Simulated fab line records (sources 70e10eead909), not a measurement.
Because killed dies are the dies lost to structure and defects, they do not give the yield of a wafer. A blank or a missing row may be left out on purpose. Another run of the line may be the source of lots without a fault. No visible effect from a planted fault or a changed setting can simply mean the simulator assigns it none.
Which tool was responsible? -- flow nand harc -- 24 lots with 72 wafers sampled at 6 steps, on a route of 1159 steps

== WHAT EACH GAUGE READ, for each wafer ==
NHARC_A_SGD_CUT_OVL_MEAS_10. Usual: overlay x nm 0.0 nm, standard deviation 1; overlay y nm 0.0 nm, standard deviation 0.92.
lot,measured,on,overlay x nm (nm),overlay y nm (nm),flag
L076,day 14 02:47,overlay-02,-0.1 -0.5 0.0,0.0 -0.2 -0.3,
L075,day 14 02:37,overlay-02,1.1 1.3 1.2,0.6 0.6 1.1,
L074,day 14 02:58,overlay-02,0.6 1.3 0.8,-1.3 -0.9 -1.2,
L077,day 14 13:11,overlay-02,-0.8 -0.2 -0.7,1.2 0.7 0.0,
L078,day 14 11:52,overlay-02,-0.7 -1.3 -0.9,-0.1 -0.6 -0.3,
L079,day 14 11:43,overlay-01,0.1 -0.1 -0.3,0.5 0.5 0.4,
L080,day 15 01:43,overlay-02,0.5 0.2 0.0,0.4 0.2 0.5,
L082,day 15 01:52,overlay-01,0.3 0.7 0.1,1.3 1.8 1.9,
L081,day 15 14:19,overlay-01,0.4 -0.3 0.0,0.4 -0.5 0.2,
L084,day 16 03:57,overlay-02,0.4 0.4 0.4,-0.4 -0.8 -0.5,
L083,day 16 04:06,overlay-02,0.0 0.2 0.1,-1.2 -1.4 -0.8,
L085,day 16 23:59,overlay-02,1.2 1.2 1.0,0.6 0.2 1.2,
L087,day 16 23:51,overlay-02,-2.6 -2.6 -2.3,-1.4 -1.4 -1.2,
L088,day 17 01:23,overlay-02,-1.3 -1.1 -1.7,0.3 0.9 0.8,
L086,day 17 03:19,overlay-02,-0.6 -0.2 -0.5,0.4 0.4 0.7,
L089,day 17 13:30,overlay-02,1.1 1.6 2.0,-1.5 -1.6 -1.6,
L091,day 17 16:47,overlay-02,0.3 0.7 0.8,2.0 1.7 1.5,
L090,day 17 17:01,overlay-02,-0.5 -0.3 -0.4,-1.2 -0.6 -0.3,
L094,day 18 05:47,overlay-02,-0.4 -0.2 0.4,0.0 0.5 0.3,
L093,day 18 06:04,overlay-01,0.1 -0.4 0.2,0.4 0.2 0.7,
L092,day 18 19:55,overlay-01,-2.5 -2.4 -1.7,-1.8 -1.3 -1.5,
L095,day 19 09:55,overlay-01,1.1 1.3 1.3,-0.4 0.2 -0.3,
L096,day 19 20:13,overlay-02,0.1 0.3 0.5,0.3 0.2 -0.1,
L097,day 19 20:44,overlay-02,-0.1 0.0 -0.2,0.0 0.0 0.0,

== WHICH TOOL RAN EACH LOT (tool, then ch and the chambers of the sampled wafers, then the start) ==
lot,NHARC_A_STAIRCASE_ETCH_452,NHARC_A_STAIRCASE_HM_DEP_462,NHARC_A_STAIRCASE_HM_OPEN_463,NHARC_A_STAIRCASE_STRIP_316,NHARC_A_STAIRCASE_CMP_472
L076,"rie diel-06 ch 0,1,2, day 11 23:01 or earlier","acl dep-03 ch 0, day 11 23:01","rie diel-05 ch 0,2,3, day 14 01:41 or earlier","rie diel-05 ch 0,2,3, day 14 01:41 or earlier","cmp-03 ch 0,2,3, day 14 01:41"
L075,"rie diel-04 ch 0,2,3, day 12 00:18 or earlier","acl dep-02 ch 0, day 12 00:18","rie diel-04 ch 0,1,3, day 14 01:24 or earlier","rie diel-04 ch 0,1,2, day 14 01:24 or earlier","cmp-03 ch 0,2,3, day 14 01:24"
L074,"rie diel-04 ch 0,1, day 12 03:34 or earlier","acl dep-02 ch 0, day 12 03:34","rie diel-06 ch 0,3, day 14 01:46 or earlier","rie diel-06 ch 1,2,3, day 14 01:46 or earlier","cmp-02 ch 1,2, day 14 01:46"
L077,"rie diel-06 ch 0,1,3, day 12 09:28 or earlier","acl dep-03 ch 0, day 12 09:28","rie diel-05 ch 0,2,3, day 14 12:07 or earlier","rie diel-05 ch 1,2,3, day 14 12:07 or earlier","cmp-02 ch 1,2,3, day 14 12:07"
L078,"rie diel-04 ch 0,3, day 12 10:23 or earlier","acl dep-02 ch 0, day 12 10:23","rie diel-04 ch 0,1, day 14 10:38 or earlier","rie diel-04 ch 1,2, day 14 10:38 or earlier","cmp-02 ch 0,2,3, day 14 10:38"
L079,"rie diel-05 ch 0,2, day 12 11:56 or earlier","acl dep-02 ch 0, day 12 11:56","rie diel-04 ch 1,3, day 14 10:29 or earlier","rie diel-04 ch 0,3, day 14 10:29 or earlier","cmp-01 ch 0,3, day 14 10:29"
L080,"rie diel-06 ch 0,1, day 13 00:41 or earlier","acl dep-03 ch 0, day 13 00:41","rie diel-06 ch 1,2,3, day 15 00:29 or earlier","rie diel-06 ch 0,2,3, day 15 00:29 or earlier","cmp-02 ch 1,2, day 15 00:29"
L082,"rie diel-04 ch 0,1,3, day 13 02:14 or earlier","acl dep-01 ch 0, day 13 02:14","rie diel-06 ch 1,2, day 15 00:34 or earlier","rie diel-06 ch 0,1,3, day 15 00:34 or earlier","cmp-03 ch 0,3, day 15 00:34"
L081,"rie diel-05 ch 0,1, day 13 10:33 or earlier","acl dep-03 ch 0, day 13 10:33","rie diel-04 ch 1,2,3, day 15 13:16 or earlier","rie diel-04 ch 1,3, day 15 13:16 or earlier","cmp-03 ch 0,1,2, day 15 13:16"
L084,"rie diel-04 ch 0,1,3, day 14 00:42 or earlier","acl dep-02 ch 0, day 14 00:42","rie diel-05 ch 0,1,3, day 16 02:46 or earlier","rie diel-05 ch 0,1,2, day 16 02:46 or earlier","cmp-03 ch 0,1,2, day 16 02:46"
L083,"rie diel-06 ch 0,2,3, day 14 01:36 or earlier","acl dep-03 ch 0, day 14 01:36","rie diel-04 ch 0,1, day 16 02:55 or earlier","rie diel-04 ch 0,1,2, day 16 02:55 or earlier","cmp-02 ch 1,2,3, day 16 02:55"
L085,"rie diel-04 ch 0,1,3, day 14 23:01 or earlier","acl dep-03 ch 0, day 14 23:01","rie diel-05 ch 0,2, day 16 22:36 or earlier","rie diel-05 ch 1,2,3, day 16 22:36 or earlier","cmp-02 ch 0,1,2, day 16 22:36"
L087,"rie diel-04 ch 0,1,2, day 15 00:18 or earlier","acl dep-01 ch 0, day 15 00:18","rie diel-06 ch 0,2,3, day 16 22:27 or earlier","rie diel-06 ch 0,2,3, day 16 22:27 or earlier","cmp-02 ch 0,1,2, day 16 22:27"
L088,"rie diel-05 ch 0,3, day 15 02:04 or earlier","acl dep-02 ch 0, day 15 02:04","rie diel-05 ch 2,3, day 17 00:10 or earlier","rie diel-05 ch 1,3, day 17 00:10 or earlier","cmp-02 ch 2,3, day 17 00:10"
L086,"rie diel-06 ch 0,2,3, day 15 03:58 or earlier","acl dep-03 ch 0, day 15 03:58","rie diel-05 ch 1,2, day 17 02:04 or earlier","rie diel-05 ch 1,2,3, day 17 02:04 or earlier","cmp-03 ch 1,2,3, day 17 02:04"
L089,"rie diel-04 ch 1,2, day 15 13:07 or earlier","acl dep-01 ch 0, day 15 13:07","rie diel-06 ch 1,2,3, day 17 12:17 or earlier","rie diel-06 ch 0,1,2, day 17 12:17 or earlier","cmp-01 ch 2,3, day 17 12:17"
L091,"rie diel-04 ch 0,1,2, day 15 16:50 or earlier","acl dep-01 ch 0, day 15 16:50","rie diel-04 ch 0,1,3, day 17 15:34 or earlier","rie diel-04 ch 0,2,3, day 17 15:34 or earlier","cmp-02 ch 1,2,3, day 17 15:34"
L090,"rie diel-04 ch 0,1,3, day 15 16:49 or earlier","acl dep-03 ch 0, day 15 16:49","rie diel-06 ch 0,2, day 17 15:49 or earlier","rie diel-06 ch 0,3, day 17 15:49 or earlier","cmp-01 ch 2,3, day 17 15:49"
L094,"rie diel-04 ch 0,1,2, day 16 03:41 or earlier","acl dep-03 ch 0, day 16 03:41","rie diel-05 ch 0,1, day 18 04:33 or earlier","rie diel-05 ch 0,1,3, day 18 04:33 or earlier","cmp-01 ch 2,3, day 18 04:33"
L093,"rie diel-06 ch 1,2, day 16 04:07 or earlier","acl dep-02 ch 0, day 16 04:07","rie diel-04 ch 0,3, day 18 04:58 or earlier","rie diel-04 ch 0,1,2, day 18 04:58 or earlier","cmp-01 ch 0,3, day 18 04:58"
L092,"rie diel-04 ch 0,1,2, day 16 10:07 or earlier","acl dep-01 ch 0, day 16 10:07","rie diel-04 ch 0,2,3, day 18 18:36 or earlier","rie diel-04 ch 0,2,3, day 18 18:36 or earlier","cmp-02 ch 0,1,3, day 18 18:36"
L095,"rie diel-05 ch 1,3, day 16 19:39 or earlier","acl dep-02 ch 0, day 16 19:39","rie diel-05 ch 0,1, day 19 08:42 or earlier","rie diel-05 ch 0,2, day 19 08:42 or earlier","cmp-02 ch 1,2,3, day 19 08:42"
L096,"rie diel-04 ch 1,2, day 17 11:16 or earlier","acl dep-03 ch 0, day 17 11:16","rie diel-04 ch 0,1,2, day 19 19:06 or earlier","rie diel-04 ch 0,2,3, day 19 19:06 or earlier","cmp-02 ch 1,3, day 19 19:06"
L097,"rie diel-05 ch 0,1,3, day 17 15:25 or earlier","acl dep-03 ch 0, day 17 15:25","rie diel-06 ch 2,3, day 19 19:34 or earlier","rie diel-06 ch 0,2, day 19 19:34 or earlier","cmp-01 ch 0,2,3, day 19 19:34"
- NHARC_A_STAIRCASE_ETCH_452: etches the open film in CF4/O2, target depth 30 nm, overetch 3 nm, time 16.5 s.
- NHARC_A_STAIRCASE_HM_DEP_462: deposits aC, target thk 800 nm.
- NHARC_A_STAIRCASE_HM_OPEN_463: chemistry O2/COS.
- NHARC_A_STAIRCASE_STRIP_316: strips in O2.
- NHARC_A_STAIRCASE_CMP_472: polishes SiO2.

== AS READ BY THE TOOLS THEMSELVES (means over the sampled wafers that have a number; for cases with no such wafer, the mark the record gives instead) ==
NHARC_A_STAIRCASE_ETCH_452. Usual: drypump motor current A 5.66 A, standard deviation 0.28; oes product au 0.999 a.u., standard deviation 0.012; rf vpp V 197.6 V, standard deviation 1.6; showerhead plenum p Torr 1.33 Torr, standard deviation 0.062; throttle valve pct 13.397 %, standard deviation 0.0093.
lot,tool,drypump motor current A (A),oes product au (a.u.),rf vpp V (V),showerhead plenum p Torr (Torr),throttle valve pct (%),flag
L076,rie diel-06,5.83,1.004,196.5,1.29,13.405,
L075,rie diel-04,5.59,0.997,197.7,1.30,13.395,
L074,rie diel-04,5.93,0.984,197.8,1.34,13.396,
L077,rie diel-06,5.74,0.993,198.0,1.33,13.409,
L078,rie diel-04,5.76,0.993,196.7,1.29,13.401,
L079,rie diel-05,5.68,0.995,198.5,1.36,13.388,
L080,rie diel-06,5.87,0.999,197.0,1.31,13.390,
L082,rie diel-04,5.68,0.987,196.8,1.34,13.396,
L081,rie diel-05,5.55,0.991,196.7,1.29,13.399,
L084,rie diel-04,5.67,1.003,197.8,1.34,13.394,
L083,rie diel-06,5.74,0.988,196.8,1.31,13.397,
L085,rie diel-04,5.66,1.009,197.9,1.33,13.398,
L087,rie diel-04,5.76,1.009,198.1,1.34,13.398,
L088,rie diel-05,5.56,0.987,197.8,1.32,13.392,
L086,rie diel-06,5.72,0.995,198.3,1.31,13.401,
L089,rie diel-04,5.59,0.994,198.7,1.35,13.405,
L091,rie diel-04,5.75,1.004,198.2,1.34,13.398,
L090,rie diel-04,5.67,1.013,198.0,1.33,13.385,
L094,rie diel-04,5.76,1.011,197.7,1.34,13.400,
L093,rie diel-06,6.06,0.998,198.1,1.31,13.394,
L092,rie diel-04,5.77,0.999,197.7,1.34,13.402,
L095,rie diel-05,5.41,1.001,198.6,1.35,13.385,
L096,rie diel-04,5.69,1.000,198.4,1.38,13.402,
L097,rie diel-05,5.48,1.001,197.2,1.33,13.402,

NHARC_A_STAIRCASE_HM_DEP_462. Usual: throttle valve pct reads 35.001 % (standard deviation 0.009).
lot,tool,throttle valve pct (%),flag
L076,acl dep-03,35.004,
L075,acl dep-02,35.000,
L074,acl dep-02,35.009,
L077,acl dep-03,35.001,
L078,acl dep-02,35.007,
L079,acl dep-02,35.007,
L080,acl dep-03,35.003,
L082,acl dep-01,35.011,
L081,acl dep-03,34.995,
L084,acl dep-02,35.001,
L083,acl dep-03,34.996,
L085,acl dep-03,35.006,
L087,acl dep-01,34.997,
L088,acl dep-02,34.996,
L086,acl dep-03,34.996,
L089,acl dep-01,35.004,
L091,acl dep-01,34.990,
L090,acl dep-03,35.009,
L094,acl dep-03,34.996,
L093,acl dep-02,34.991,
L092,acl dep-01,34.989,
L095,acl dep-02,35.003,
L096,acl dep-03,34.996,
L097,acl dep-03,35.006,

NHARC_A_STAIRCASE_HM_OPEN_463. Usual: drypump motor current A 5.69 A, standard deviation 0.27; oes product au 0.998 a.u., standard deviation 0.012; rf vpp V 467 V, standard deviation 3.3; showerhead plenum p Torr 3.13 Torr, standard deviation 0.15; throttle valve pct 28.330 %, standard deviation 0.009.
lot,tool,drypump motor current A (A),oes product au (a.u.),rf vpp V (V),showerhead plenum p Torr (Torr),throttle valve pct (%),flag
L076,rie diel-05,5.59,0.987,470,3.21,28.331,
L075,rie diel-04,5.68,0.991,467,3.13,28.326,
L074,rie diel-06,5.63,0.986,467,3.15,28.325,
L077,rie diel-05,5.58,0.994,468,3.20,28.318,
L078,rie diel-04,5.93,0.992,468,3.14,28.329,
L079,rie diel-04,5.61,1.001,469,3.23,28.322,
L080,rie diel-06,5.96,0.991,467,3.13,28.322,
L082,rie diel-06,6.08,0.987,467,3.09,28.337,
L081,rie diel-04,5.52,0.998,467,3.13,28.331,
L084,rie diel-05,5.50,1.002,467,3.13,28.321,
L083,rie diel-04,5.93,1.013,468,3.13,28.331,
L085,rie diel-05,5.70,1.002,468,3.17,28.328,
L087,rie diel-06,5.74,0.986,466,3.05,28.336,
L088,rie diel-05,5.62,1.003,472,3.29,28.325,
L086,rie diel-05,5.63,1.006,468,3.20,28.329,
L089,rie diel-06,5.97,0.985,468,3.12,28.331,
L091,rie diel-04,5.69,1.010,466,3.11,28.325,
L090,rie diel-06,5.86,0.998,465,2.96,28.333,
L094,rie diel-05,5.49,0.997,466,3.03,28.333,
L093,rie diel-04,5.49,1.013,464,2.99,28.328,
L092,rie diel-04,5.60,0.996,465,3.02,28.333,
L095,rie diel-05,5.49,0.988,465,3.03,28.332,
L096,rie diel-04,5.78,1.002,467,3.13,28.321,
L097,rie diel-06,5.94,0.990,467,3.07,28.330,

NHARC_A_STAIRCASE_STRIP_316. Usual: drypump motor current A 5.67 A, standard deviation 0.27; oes product au 0.997 a.u., standard deviation 0.013; rf vpp V 57.8 V, standard deviation 0.96; showerhead plenum p Torr 3.53 Torr, standard deviation 0.16; throttle valve pct 17.038 %, standard deviation 0.0086.
lot,tool,drypump motor current A (A),oes product au (a.u.),rf vpp V (V),showerhead plenum p Torr (Torr),throttle valve pct (%),flag
L076,rie diel-05,5.59,0.989,57.3,3.62,17.039,
L075,rie diel-04,5.78,0.982,57.1,3.56,17.036,
L074,rie diel-06,5.98,0.991,57.9,3.54,17.030,
L077,rie diel-05,5.53,1.010,58.4,3.66,17.043,
L078,rie diel-04,5.70,0.994,57.6,3.68,17.040,
L079,rie diel-04,5.77,0.991,58.5,3.42,17.039,
L080,rie diel-06,5.75,0.985,56.9,3.46,17.031,
L082,rie diel-06,5.77,0.988,58.3,3.51,17.035,
L081,rie diel-04,5.42,1.002,58.3,3.51,17.041,
L084,rie diel-05,5.60,1.004,57.9,3.51,17.034,
L083,rie diel-04,5.76,0.998,58.7,3.55,17.028,
L085,rie diel-05,5.52,1.006,57.8,3.65,17.033,
L087,rie diel-06,5.74,0.991,57.2,3.45,17.036,
L088,rie diel-05,5.43,1.007,58.2,3.68,17.032,
L086,rie diel-05,5.53,1.010,58.5,3.65,17.043,
L089,rie diel-06,5.85,0.996,56.7,3.39,17.035,
L091,rie diel-04,5.60,0.996,57.3,3.41,17.040,
L090,rie diel-06,5.63,0.992,57.9,3.55,17.039,
L094,rie diel-05,5.49,1.007,57.7,3.53,17.037,
L093,rie diel-04,5.79,1.010,57.7,3.54,17.037,
L092,rie diel-04,5.60,0.998,57.2,3.41,17.037,
L095,rie diel-05,5.69,0.997,57.1,3.58,17.043,
L096,rie diel-04,5.59,0.999,58.6,3.41,17.033,
L097,rie diel-06,5.85,0.990,56.9,3.34,17.041,

NHARC_A_STAIRCASE_CMP_472. Usual: motor current A 12.3 A, standard deviation 1.1; pad life wafers 261, standard deviation 160.
lot,tool,motor current A (A),pad life wafers,flag
L076,cmp-03,13.7,344,
L075,cmp-03,13.1,337,
L074,cmp-02,11.6,222,
L077,cmp-02,12.4,266,
L078,cmp-02,12.7,260,
L079,cmp-01,12.6,210,
L080,cmp-02,12.1,354,
L082,cmp-03,11.8,518,
L081,cmp-03,12.8,590,
L084,cmp-03,12.6,26,
L083,cmp-02,12.7,507,
L085,cmp-02,12.0,44,
L087,cmp-02,12.4,37,
L088,cmp-02,12.9,60,
L086,cmp-03,12.2,152,
L089,cmp-01,11.1,80,
L091,cmp-02,12.4,139,
L090,cmp-01,11.4,102,
L094,cmp-01,11.0,194,
L093,cmp-01,11.8,198,
L092,cmp-02,12.2,314,
L095,cmp-02,12.2,410,
L096,cmp-02,12.2,457,
L097,cmp-01,11.8,446,

== THE ANSWER, worked out from the rows above alone ==
Rule: take the mean of a lot's wafers that have a number; if it is more than 3 standard deviations from the usual mean, the lot is off. A lot without any number at a reading at which 4 lots or more have one is off too. All remaining lots with rows at the step are treated as sound. After the gauges, taken in route order, come the tools' own readings; for these a lot's mean is taken, as printed above. The first step at which some lot is off is used, and at that step the reading that is off furthest; a lot without a number counts as furthest.
No lot is off on any of the readings shown, so nothing can be concluded from this.

== WHAT THE SIMULATOR PUT IN ==
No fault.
